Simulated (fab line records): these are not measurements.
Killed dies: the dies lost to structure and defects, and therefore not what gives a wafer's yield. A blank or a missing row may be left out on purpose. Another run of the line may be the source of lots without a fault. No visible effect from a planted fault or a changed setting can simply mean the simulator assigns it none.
fab line records	flow n5Finfet
[record] lots = 24	wafers = 72	lastDay = 18
route steps=1938 shown BEOL_M0@726 BEOL_M1@786
lots untouched by any fault: they come from a run of this same line in which no faults occurred
startH: start of the lot's first displayed wafer, in hours after the record's first day	waitH: time in hours since the lot's previous step	" identical to the entry in the row above	L1.1+2: a single row standing in for several wafers	- value missing, or start not given	* or withheld: withheld	< > ~ a bound
route shown NAME@n: a module of which the file shows steps, and the number in the route of the first	usual: average and standard deviation across the fault-free wafers	same: alike in all rows	chamber/n: place in a boat	sites: the reading at each site	_std_site: how widely they spread, as a standard deviation	_edge_site: mean of outer sites minus mean of inner sites	radiusMm: how far each site lies from the wafer's centre	mask NAME#n: copy n	behind: the last tool/chamber to shape the wafer	hold: reason for holding the lot/hours on hold/outcome of the hold	device: the transistor (n, p or np) that didn't switch	end of line: tests of these same wafers at the route's end	for a step that has no rows: nothing shown but its recipe	killed: count of dies lost to structure and defects at first sort (not the wafer's yield)	map: shows each die of a wafer: x if killed, . if not, _ if none is there
set.NAME: the setting as run; set.NAME@STEP: as run at that earlier step	model.NAME: the simulator's own value behind a step, which no gauge read
the route's steps for a sample of lots (tables are steps, rows are wafers)
services: the hour from which a tool's chamber was out of use, counted from the record's first day as startH (under 0 if before that day), plus the number of hours and why
[[steps]]
[step N5_BEOL_M0_ETCH_109]
[recipe] chemistry = CH3F/O2	targetDepthA = 80	overetchA = 24	target = SiCN	timeS = 27.4	ionEnergyEv = 120	pressureMtorr = 30	sourceW = 395	biasW = 75	Ar_flow_sccm = 150	CH3F_flow_sccm = 30	O2_flow_sccm = 20
[usual] drypumpMotorCurrentA = 5.7/0.5	oesProductAu = 0.69/0.053	rfVppV = 297.0/1.6	showerheadPlenumPTorr = 1.99/0.066	throttleValvePct = 16.27/0.13
lot.wafer	tool	chamber	startH	waitH	drypumpMotorCurrentA	oesProductAu	rfHoursCounterH	rfVppV	showerheadPlenumPTorr	throttleValvePct
L074.3	rieDiel-01	2	116.80	0.2	5.6	0.68	99	297.9	2.02	16.24
L074.4	"	3	"	"	6.2	0.70	-	294.9	1.94	16.22
L074.6	"	2	"	"	5.7	0.69	-	296.3	2.02	16.25
L075.1	rieDiel-02	3	125.07	0.8	5.9	0.66	116	299.1	2.10	16.01
L075.3	"	2	"	"	5.7	0.76	28	296.2	1.96	16.36
L075.5	"	3	"	"	5.9	0.67	-	299.6	2.10	16.00
L076.3	rieDiel-04	2	131.08	0.0	4.7	0.77	25	298.1	2.04	15.98
L076.5	"	1	"	"	5.4	0.69	-	296.6	1.92	16.24
L076.6	"	2	"	"	4.7	0.79	-	296.7	2.04	15.99
L077.1	rieDiel-04	1	140.66	0.2	5.4	0.66	125	295.4	1.92	16.24
L077.2	"	2	"	"	4.7	0.78	28	298.7	2.04	15.98
L077.6	"	0	"	"	6.1	0.76	-	296.2	1.97	16.23
L078.3	rieDiel-01	2	144.38	0.5	5.6	0.69	114	296.5	2.01	16.29
L078.5	"	0	"	"	6.2	0.75	-	294.8	1.95	16.28
L078.6	"	3	"	"	6.2	0.70	-	296.0	1.94	16.24
L079.2	rieDiel-01	0	151.73	0.0	6.2	0.72	55	296.4	1.95	16.27
L079.3	"	3	"	"	6.2	0.67	104	295.7	1.94	16.25
L079.6	"	3	"	"	6.2	0.67	-	295.1	1.94	16.25
L080.1	rieDiel-02	0	158.75	0.6	5.3	0.62	187	297.2	2.00	16.45
L080.2	"	1	"	"	6.1	0.64	135	296.2	1.93	16.41
L080.3	"	3	"	"	5.9	0.67	128	298.8	2.10	16.04
L081.1	rieDiel-02	0	161.75	0.0	5.2	0.62	188	297.8	1.99	16.46
L081.3	"	3	"	"	5.9	0.66	129	299.3	2.10	16.04
L081.6	"	0	"	"	5.2	0.62	-	295.9	1.99	16.45
L082.4	rieDiel-04	0	165.02	0.1	6.1	0.75	31	295.8	1.97	16.22
L082.5	"	2	"	"	4.7	0.77	-	297.8	2.03	16.00
L082.6	"	1	"	"	5.4	0.66	-	295.1	1.92	16.28
L083.3	rieDiel-04	0	169.78	0.0	6.1	0.77	32	296.4	1.97	16.24
L083.4	"	1	"	"	5.4	0.67	135	294.5	1.92	16.27
L083.6	"	0	"	"	6.1	0.76	-	296.0	1.97	16.22
L084.1	rieDiel-01	0	180.05	0.6	6.2	0.71	66	296.1	1.95	16.28
L084.4	"	2	"	"	5.6	0.65	-	297.7	2.01	16.28
L084.6	"	3	"	"	6.2	0.68	-	296.3	1.94	16.29
L085.2	rieDiel-01	1	185.34	0.0	5.0	0.82	0	300.7	2.13	16.11
L085.3	"	2	"	"	5.6	0.65	130	297.0	2.01	16.30
L085.4	"	0	"	"	6.2	0.70	68	296.3	1.95	16.32
L086.1	rieDiel-04	0	192.47	0.1	6.1	0.73	41	296.0	1.96	16.25
L086.2	"	2	"	"	4.7	0.75	46	298.4	2.03	16.03
L086.3	"	3	"	"	5.5	0.71	57	296.8	2.05	16.36
L087.1	rieDiel-04	1	197.37	0.2	5.4	0.66	145	295.5	1.91	16.29
L087.4	"	2	"	"	4.7	0.75	48	299.6	2.03	16.02
L087.5	"	2	"	"	4.7	0.76	-	299.0	2.03	16.01
L088.1	rieDiel-01	3	203.50	0.0	6.2	0.65	124	296.7	1.93	16.29
L088.3	"	1	"	"	5.0	0.77	8	300.4	2.13	16.14
L088.6	"	1	"	"	5.0	0.78	-	299.1	2.13	16.12
L089.3	rieDiel-01	0	206.08	0.5	6.2	0.70	76	295.5	1.94	16.33
L089.4	"	2	"	"	5.6	0.64	138	298.2	2.01	16.31
L089.6	"	1	"	"	5.1	0.77	-	300.7	2.13	16.14
L090.2	rieDiel-04	1	210.48	0.2	5.4	0.63	152	297.4	1.91	16.30
L090.4	"	2	"	"	4.7	0.73	-	299.9	2.03	16.01
L090.6	"	1	"	"	5.4	0.64	-	296.8	1.91	16.32
L093.2	rieDiel-04	3	230.20	0.0	5.5	0.72	65	298.0	2.05	16.37
L093.4	"	0	"	"	6.1	0.73	59	296.0	1.96	16.29
L093.5	"	0	"	"	6.1	0.72	-	297.7	1.96	16.30
L091.2	rieDiel-02	2	231.19	0.0	5.7	0.71	64	298.4	1.95	16.42
L091.4	"	1	"	"	6.2	0.63	162	295.4	1.92	16.45
L091.5	"	1	"	"	6.1	0.63	-	296.3	1.92	16.47
L094.3	rieDiel-01	3	238.06	0.2	6.2	0.65	137	295.2	1.93	16.31
L094.4	"	1	"	"	5.0	0.76	-	299.9	2.13	16.15
L094.5	"	0	"	"	6.2	0.69	-	296.3	1.94	16.33
L092.1	rieDiel-02	0	241.24	0.1	5.2	0.59	218	296.6	1.98	16.48
L092.2	"	2	"	"	5.7	0.70	68	296.4	1.95	16.44
L092.5	"	0	"	"	5.2	0.58	-	298.0	1.98	16.50
L095.2	rieDiel-01	0	244.32	0.0	6.2	0.68	91	296.2	1.94	16.34
L095.3	"	2	"	"	5.6	0.63	147	296.6	2.00	16.33
L095.5	"	0	"	"	6.2	0.68	-	295.5	1.94	16.33
L096.2	rieDiel-01	2	250.36	0.0	5.6	0.63	149	297.5	2.00	16.34
L096.4	"	1	"	"	5.0	0.76	24	300.5	2.12	16.18
L096.6	"	0	"	"	6.2	0.69	-	295.3	1.94	16.34
L097.2	rieDiel-01	2	256.55	0.0	5.6	0.64	151	298.4	2.00	16.35
L097.3	"	3	"	"	6.2	0.65	143	296.2	1.93	16.34
L097.5	"	1	"	"	5.0	0.75	-	300.8	2.12	16.19
[step N5_BEOL_M0_PRE_CLEAN_113]
[recipe] gas = H2/He	timeS = 30	tempC = 250
[usual] heaterPowerW = 336/35
lot.wafer	tool	chamber	startH	waitH	heaterPowerW
L074.3	pvdSputter-03	-	117.36	0.0	390
L074.4	"	-	"	"	301
L074.6	"	-	"	"	310
L075.1	pvdSputter-03	-	126.64	0.0	315
L075.3	"	-	"	"	310
L075.5	"	-	"	"	398
L076.3	pvdSputter-01	-	131.64	0.0	309
L076.5	"	-	"	"	344
L076.6	"	-	"	"	354
L077.1	pvdSputter-02	-	140.89	0.0	330
L077.2	"	-	"	"	342
L077.6	"	-	"	"	333
L078.3	pvdSputter-01	-	145.12	0.0	345
L078.5	"	-	"	"	306
L078.6	"	-	"	"	350
L079.2	pvdSputter-01	-	152.62	0.0	344
L079.3	"	-	"	"	313
L079.6	"	-	"	"	310
L080.1	pvdSputter-03	-	159.02	0.0	395
L080.2	"	-	"	"	308
L080.3	"	-	"	"	309
L081.1	pvdSputter-02	-	162.86	0.0	281
L081.3	"	-	"	"	348
L081.6	"	-	"	"	343
L082.4	pvdSputter-03	-	165.39	0.0	415
L082.5	"	-	"	"	313
L082.6	"	-	"	"	307
L083.3	pvdSputter-03	-	170.35	0.0	402
L083.4	"	-	"	"	319
L083.6	"	-	"	"	401
L084.1	pvdSputter-01	-	180.78	0.0	322
L084.4	"	-	"	"	336
L084.6	"	-	"	"	292
L085.2	pvdSputter-03	-	186.12	0.0	323
L085.3	"	-	"	"	350
L085.4	"	-	"	"	303
L086.1	pvdSputter-01	-	193.23	0.0	321
L086.2	"	-	"	"	360
L086.3	"	-	"	"	345
L087.1	pvdSputter-03	-	198.35	0.0	312
L087.4	"	-	"	"	416
L087.5	"	-	"	"	311
L088.1	pvdSputter-01	-	204.19	0.0	320
L088.3	"	-	"	"	343
L088.6	"	-	"	"	339
L089.3	pvdSputter-03	-	206.63	0.0	311
L089.4	"	-	"	"	407
L089.6	"	-	"	"	310
L090.2	pvdSputter-03	-	213.52	0.0	297
L090.4	"	-	"	"	399
L090.6	"	-	"	"	360
L093.2	pvdSputter-01	-	230.93	0.0	311
L093.4	"	-	"	"	302
L093.5	"	-	"	"	350
L091.2	pvdSputter-01	-	232.13	0.0	304
L091.4	"	-	"	"	338
L091.5	"	-	"	"	340
L094.3	pvdSputter-03	-	238.87	0.0	322
L094.4	"	-	"	"	406
L094.5	"	-	"	"	323
L092.1	pvdSputter-02	-	241.57	0.0	312
L092.2	"	-	"	"	331
L092.5	"	-	"	"	335
L095.2	pvdSputter-02	-	245.00	0.0	285
L095.3	"	-	"	"	337
L095.5	"	-	"	"	317
L096.2	pvdSputter-03	-	250.87	0.0	346
L096.4	"	-	"	"	313
L096.6	"	-	"	"	395
L097.2	pvdSputter-01	-	257.53	0.0	348
L097.3	"	-	"	"	343
L097.5	"	-	"	"	319
[step N5_BEOL_M0_SPUTTER_132]
[recipe] material = Cu	targetThkA = 40	tempC = -20	chamberPressurePa = 0.07	powerW = withheld	timeS = 7.37
[usual] throttleValvePct = 30.1/0.92
lot.wafer	tool	chamber	startH	waitH	throttleValvePct
L074.3	pvdSputter-02	-	118.09	0.0	30.4
L074.4	"	-	"	"	30.3
L074.6	"	-	"	"	30.9
L075.1	pvdSputter-03	-	127.25	0.0	27.8
L075.3	"	-	"	"	30.2
L075.5	"	-	"	"	29.3
L076.3	pvdSputter-02	-	132.70	0.0	31.9
L076.5	"	-	"	"	30.2
L076.6	"	-	"	"	30.8
L077.1	pvdSputter-03	-	143.29	0.0	30.1
L077.2	"	-	"	"	29.4
L077.6	"	-	"	"	29.4
L078.3	pvdSputter-01	-	145.72	0.0	30.7
L078.5	"	-	"	"	31.3
L078.6	"	-	"	"	28.9
L079.2	pvdSputter-01	-	153.30	0.0	29.1
L079.3	"	-	"	"	29.6
L079.6	"	-	"	"	30.6
L080.1	pvdSputter-01	-	160.68	0.0	28.9
L080.2	"	-	"	"	31.2
L080.3	"	-	"	"	30.4
L081.1	pvdSputter-03	-	164.65	0.0	30.1
L081.3	"	-	"	"	29.4
L081.6	"	-	"	"	30.1
L082.4	pvdSputter-02	-	166.18	0.0	29.3
L082.5	"	-	"	"	30.7
L082.6	"	-	"	"	30.3
L083.3	pvdSputter-02	-	173.92	0.0	31.8
L083.4	"	-	"	"	30.5
L083.6	"	-	"	"	31.9
L084.1	pvdSputter-01	-	182.02	0.0	30.6
L084.4	"	-	"	"	28.8
L084.6	"	-	"	"	28.8
L085.2	pvdSputter-02	-	188.10	0.0	30.6
L085.3	"	-	"	"	29.4
L085.4	"	-	"	"	31.7
L086.1	pvdSputter-03	-	193.96	0.0	29.5
L086.2	"	-	"	"	30.0
L086.3	"	-	"	"	28.3
L087.1	pvdSputter-03	-	199.33	0.0	29.4
L087.4	"	-	"	"	30.3
L087.5	"	-	"	"	29.5
L088.1	pvdSputter-01	-	205.05	0.0	31.5
L088.3	"	-	"	"	30.3
L088.6	"	-	"	"	30.1
L089.3	pvdSputter-01	-	207.33	0.0	29.8
L089.4	"	-	"	"	30.6
L089.6	"	-	"	"	31.0
L090.2	pvdSputter-01	-	214.31	0.0	31.4
L090.4	"	-	"	"	28.9
L090.6	"	-	"	"	28.9
L093.2	pvdSputter-01	-	231.55	0.0	31.2
L093.4	"	-	"	"	29.1
L093.5	"	-	"	"	30.5
L091.2	pvdSputter-02	-	233.91	0.0	30.2
L091.4	"	-	"	"	29.3
L091.5	"	-	"	"	31.6
L094.3	pvdSputter-02	-	240.95	0.0	30.3
L094.4	"	-	"	"	30.7
L094.5	"	-	"	"	30.5
L092.1	pvdSputter-02	-	243.92	0.0	31.6
L092.2	"	-	"	"	30.6
L092.5	"	-	"	"	31.5
L095.2	pvdSputter-03	-	245.68	0.0	29.4
L095.3	"	-	"	"	28.4
L095.5	"	-	"	"	30.4
L096.2	pvdSputter-02	-	251.52	0.0	30.1
L096.4	"	-	"	"	31.7
L096.6	"	-	"	"	30.3
L097.2	pvdSputter-01	-	258.59	0.0	31.1
L097.3	"	-	"	"	29.2
L097.5	"	-	"	"	29.7
[step N5_BEOL_M0_ANNEAL_133]
[recipe] tempC = 400	timeS = 60	ambient = vacuum
[usual] heaterPowerW = 821/78
lot.wafer	tool	chamber	startH	waitH	heaterPowerW
L074.3	pvdSputter-02	-	118.17	0.0	848
L074.4	"	-	"	"	717
L074.6	"	-	"	"	853
L075.1	pvdSputter-03	-	127.33	0.0	803
L075.3	"	-	"	"	779
L075.5	"	-	"	"	879
L076.3	pvdSputter-02	-	132.78	0.0	816
L076.5	"	-	"	"	695
L076.6	"	-	"	"	861
L077.1	pvdSputter-03	-	143.37	0.0	771
L077.2	"	-	"	"	1014
L077.6	"	-	"	"	1044
L078.3	pvdSputter-01	-	145.80	0.0	760
L078.5	"	-	"	"	885
L078.6	"	-	"	"	794
L079.2	pvdSputter-01	-	153.38	0.0	808
L079.3	"	-	"	"	870
L079.6	"	-	"	"	750
L080.1	pvdSputter-01	-	160.76	0.0	782
L080.2	"	-	"	"	885
L080.3	"	-	"	"	756
L081.1	pvdSputter-03	-	164.73	0.0	766
L081.3	"	-	"	"	983
L081.6	"	-	"	"	749
L082.4	pvdSputter-02	-	166.26	0.0	834
L082.5	"	-	"	"	860
L082.6	"	-	"	"	692
L083.3	pvdSputter-02	-	174.00	0.0	779
L083.4	"	-	"	"	843
L083.6	"	-	"	"	778
L084.1	pvdSputter-01	-	182.10	0.0	770
L084.4	"	-	"	"	780
L084.6	"	-	"	"	796
L085.2	pvdSputter-02	-	188.18	0.0	846
L085.3	"	-	"	"	823
L085.4	"	-	"	"	760
L086.1	pvdSputter-03	-	194.04	0.0	875
L086.2	"	-	"	"	766
L086.3	"	-	"	"	786
L087.1	pvdSputter-03	-	199.41	0.0	870
L087.4	"	-	"	"	759
L087.5	"	-	"	"	1023
L088.1	pvdSputter-01	-	205.13	0.0	886
L088.3	"	-	"	"	833
L088.6	"	-	"	"	842
L089.3	pvdSputter-01	-	207.41	0.0	843
L089.4	"	-	"	"	752
L089.6	"	-	"	"	749
L090.2	pvdSputter-01	-	214.39	0.0	907
L090.4	"	-	"	"	768
L090.6	"	-	"	"	809
L093.2	pvdSputter-01	-	231.63	0.0	889
L093.4	"	-	"	"	808
L093.5	"	-	"	"	743
L091.2	pvdSputter-02	-	233.99	0.0	734
L091.4	"	-	"	"	825
L091.5	"	-	"	"	777
L094.3	pvdSputter-02	-	241.03	0.0	710
L094.4	"	-	"	"	859
L094.5	"	-	"	"	879
L092.1	pvdSputter-02	-	244.00	0.0	791
L092.2	"	-	"	"	850
L092.5	"	-	"	"	798
L095.2	pvdSputter-03	-	245.76	0.0	1013
L095.3	"	-	"	"	792
L095.5	"	-	"	"	755
L096.2	pvdSputter-02	-	251.60	0.0	718
L096.4	"	-	"	"	788
L096.6	"	-	"	"	702
L097.2	pvdSputter-01	-	258.67	0.0	881
L097.3	"	-	"	"	804
L097.5	"	-	"	"	853
[step N5_BEOL_M0_DEP_125]
[recipe] material = SiCN	targetThkA = 80	tempC = withheld	precursor = 3MS/NH3	pressureTorr = 3	rfW = 202	timeS = 14
[usual] showerheadPlenumPTorr = 3.669/0.014	throttleValvePct = 8.9/0.48
lot.wafer	tool	chamber	startH	waitH	showerheadPlenumPTorr	throttleValvePct
L074.3	pecvd-01	1	119.67	0.0	3.664	9.4
L074.4	"	1	"	"	3.667	9.6
L074.6	"	2	"	"	3.667	8.5
L075.1	pecvd-03	0	128.54	0.0	3.681	8.8
L075.3	"	1	"	"	3.632	9.1
L075.5	"	0	"	"	3.679	8.8
L076.3	pecvd-04	0	134.05	0.0	3.686	8.6
L076.5	"	0	"	"	3.698	8.5
L076.6	"	2	"	"	3.666	8.3
L077.1	pecvd-04	0	144.51	0.0	3.680	8.5
L077.2	"	1	"	"	3.673	9.3
L077.6	"	0	"	"	3.690	8.4
L078.3	pecvd-01	2	146.95	0.0	3.659	8.4
L078.5	"	0	"	"	3.678	8.7
L078.6	"	1	"	"	3.663	9.6
L079.2	pecvd-04	0	154.93	0.0	3.689	8.6
L079.3	"	1	"	"	3.676	9.3
L079.6	"	1	"	"	3.673	9.2
L080.1	pecvd-03	2	161.91	0.0	3.673	9.8
L080.2	"	1	"	"	3.639	8.9
L080.3	"	0	"	"	3.682	8.6
L081.1	pecvd-01	2	165.92	0.0	3.669	8.4
L081.3	"	0	"	"	3.667	9.0
L081.6	"	0	"	"	3.682	8.6
L082.4	pecvd-03	2	167.43	0.0	3.664	9.8
L082.5	"	0	"	"	3.680	8.7
L082.6	"	1	"	"	3.642	9.1
L083.3	pecvd-04	0	175.16	0.0	3.686	8.8
L083.4	"	2	"	"	3.677	8.2
L083.6	"	0	"	"	3.691	8.8
L084.1	pecvd-03	1	183.24	0.0	3.636	9.0
L084.4	"	1	"	"	3.639	8.7
L084.6	"	2	"	"	3.662	9.7
L085.2	pecvd-04	2	189.33	0.0	3.676	8.2
L085.3	"	1	"	"	3.668	9.3
L085.4	"	2	"	"	3.666	8.3
L086.1	pecvd-01	1	195.24	0.0	3.664	9.8
L086.2	"	0	"	"	3.672	9.3
L086.3	"	2	"	"	3.665	8.3
L087.1	pecvd-03	1	200.60	0.0	3.642	8.6
L087.4	"	0	"	"	3.675	8.8
L087.5	"	2	"	"	3.667	10.0
L088.1	pecvd-03	0	206.29	0.0	3.678	8.5
L088.3	"	0	"	"	3.675	8.8
L088.6	"	0	"	"	3.673	8.9
L089.3	pecvd-04	1	208.55	0.0	3.678	9.4
L089.4	"	2	"	"	3.662	8.3
L089.6	"	0	"	"	3.689	8.7
L090.2	pecvd-01	0	216.50	0.0	3.669	9.0
L090.4	"	2	"	"	3.665	8.3
L090.6	"	0	"	"	3.670	8.9
L093.2	pecvd-01	0	233.00	0.0	3.683	8.8
L093.4	"	0	"	"	3.680	8.9
L093.5	"	1	"	"	3.663	9.5
L091.2	pecvd-01	0	235.18	0.0	3.680	8.8
L091.4	"	1	"	"	3.667	9.6
L091.5	"	0	"	"	3.677	9.0
L094.3	pecvd-01	1	242.59	0.0	3.657	9.4
L094.4	"	0	"	"	3.678	9.0
L094.5	"	1	"	"	3.655	9.3
L092.1	pecvd-01	0	245.69	0.0	3.674	8.9
L092.2	"	2	"	"	3.674	8.5
L092.5	"	2	"	"	3.656	8.4
L095.2	pecvd-03	1	247.24	0.0	3.644	8.9
L095.3	"	2	"	"	3.665	8.8
L095.5	"	2	"	"	3.670	8.8
L096.2	pecvd-01	0	252.76	0.0	3.671	9.1
L096.4	"	0	"	"	3.667	8.8
L096.6	"	1	"	"	3.661	9.3
L097.2	pecvd-01	1	259.81	0.0	3.667	9.7
L097.3	"	0	"	"	3.677	8.8
L097.5	"	1	"	"	3.663	9.5
[step N5_BEOL_M1_CD_MEAS_28]
[recipe] landingEnergyEv = 500	detector = seInlens	targetCdYNm = 23.3
[usual] cdNm = 24.11/0.26
lot.wafer	tool	chamber	startH	waitH	cdNm
L074.3	cdSem-01	0	121.53	-	23.81
L074.4	"	0	"	"	24.10
L074.6	"	0	"	"	24.04
L075.1	cdSem-03	0	133.23	-	24.44
L075.3	"	0	"	"	24.42
L075.5	"	0	"	"	24.50
L076.3	cdSem-03	0	137.64	-	24.28
L076.5	"	0	"	"	24.25
L076.6	"	0	"	"	24.49
L077.1	cdSem-01	0	146.42	-	24.35
L077.2	"	0	"	"	24.67
L077.6	"	0	"	"	24.50
L078.3	cdSem-01	0	150.22	-	24.05
L078.5	"	0	"	"	24.35
L078.6	"	0	"	"	24.01
L079.2	cdSem-01	0	158.59	-	24.36
L079.3	"	0	"	"	24.28
L079.6	"	0	"	"	24.18
L080.1	cdSem-02	0	165.76	-	23.93
L080.2	"	0	"	"	23.85
L080.3	"	0	"	"	23.97
L081.1	cdSem-01	0	170.28	-	23.97
L081.3	"	0	"	"	23.87
L081.6	"	0	"	"	23.98
L082.4	cdSem-03	0	170.62	-	23.97
L082.5	"	0	"	"	24.11
L082.6	"	0	"	"	23.70
L083.3	cdSem-03	0	177.53	-	24.39
L083.4	"	0	"	"	24.20
L083.6	"	0	"	"	24.10
L084.1	cdSem-01	0	186.91	-	23.97
L084.4	"	0	"	"	24.01
L084.6	"	0	"	"	24.16
L085.2	cdSem-03	0	193.36	-	24.08
L085.3	"	0	"	"	23.90
L085.4	"	0	"	"	23.49
L086.1	cdSem-01	0	198.30	-	24.25
L086.2	"	0	"	"	23.85
L086.3	"	0	"	"	23.82
L087.1	cdSem-02	0	203.01	-	24.14
L087.4	"	0	"	"	23.58
L087.5	"	0	"	"	24.50
L088.1	cdSem-01	0	208.17	-	24.25
L088.3	"	0	"	"	24.35
L088.6	"	0	"	"	24.28
L089.3	cdSem-03	0	211.41	-	24.22
L089.4	"	0	"	"	23.75
L089.6	"	0	"	"	23.91
L090.2	cdSem-02	0	218.77	-	24.27
L090.4	"	0	"	"	23.94
L090.6	"	0	"	"	23.97
L093.2	cdSem-03	0	235.51	-	23.90
L093.4	"	0	"	"	23.81
L093.5	"	0	"	"	23.67
L091.2	cdSem-02	0	238.81	-	24.34
L091.4	"	0	"	"	24.52
L091.5	"	0	"	"	24.27
L094.3	cdSem-02	0	245.46	-	24.45
L094.4	"	0	"	"	23.99
L094.5	"	0	"	"	23.92
L092.1	cdSem-01	0	247.72	-	23.97
L092.2	"	0	"	"	23.68
L092.5	"	0	"	"	23.54
L095.2	cdSem-01	0	251.47	-	24.25
L095.3	"	0	"	"	24.16
L095.5	"	0	"	"	24.06
L096.2	cdSem-02	0	255.71	-	23.98
L096.4	"	0	"	"	24.65
L096.6	"	0	"	"	23.88
L097.2	cdSem-03	0	263.93	-	24.46
L097.3	"	0	"	"	23.71
L097.5	"	0	"	"	24.56
[[services]]
tool	chamber	startH	hours	kind
rieDiel-04	-	93.97	28.1	pm
pecvd-01	-	110.41	6.0	pm
rieDiel-01	3	123.27	6.5	repair
pecvd-01	0	124.34	8.1	repair
rieDiel-02	0	128.23	12.0	repair
rieDiel-04	-	131.45	0.3	repair
rieDiel-01	1	162.05	-	clean
rieDiel-01	1	162.05	-	consumableReplace:focusRing
rieDiel-01	1	162.05	-	consumableReplace:showerhead
rieDiel-01	1	162.05	22.6	scheduledDown
rieDiel-01	1	162.05	22.6	ventCycle
pecvd-01	2	187.71	5.5	scheduledDown
rieDiel-01	-	196.61	0.9	repair
rieDiel-04	3	198.02	17.3	repair
pecvd-03	2	202.38	-	clean
pecvd-03	2	202.38	-	consumableReplace:showerhead
pecvd-03	2	202.38	29.0	scheduledDown
pecvd-03	2	202.38	29.0	ventCycle
rieDiel-02	2	220.41	6.5	repair
rieDiel-04	1	221.06	3.8	repair
rieDiel-01	2	231.74	9.0	repair
pecvd-04	2	233.81	14.8	repair
pecvd-04	-	237.05	0.8	repair
pecvd-03	-	255.45	3.2	repair
[[key]]
fault none
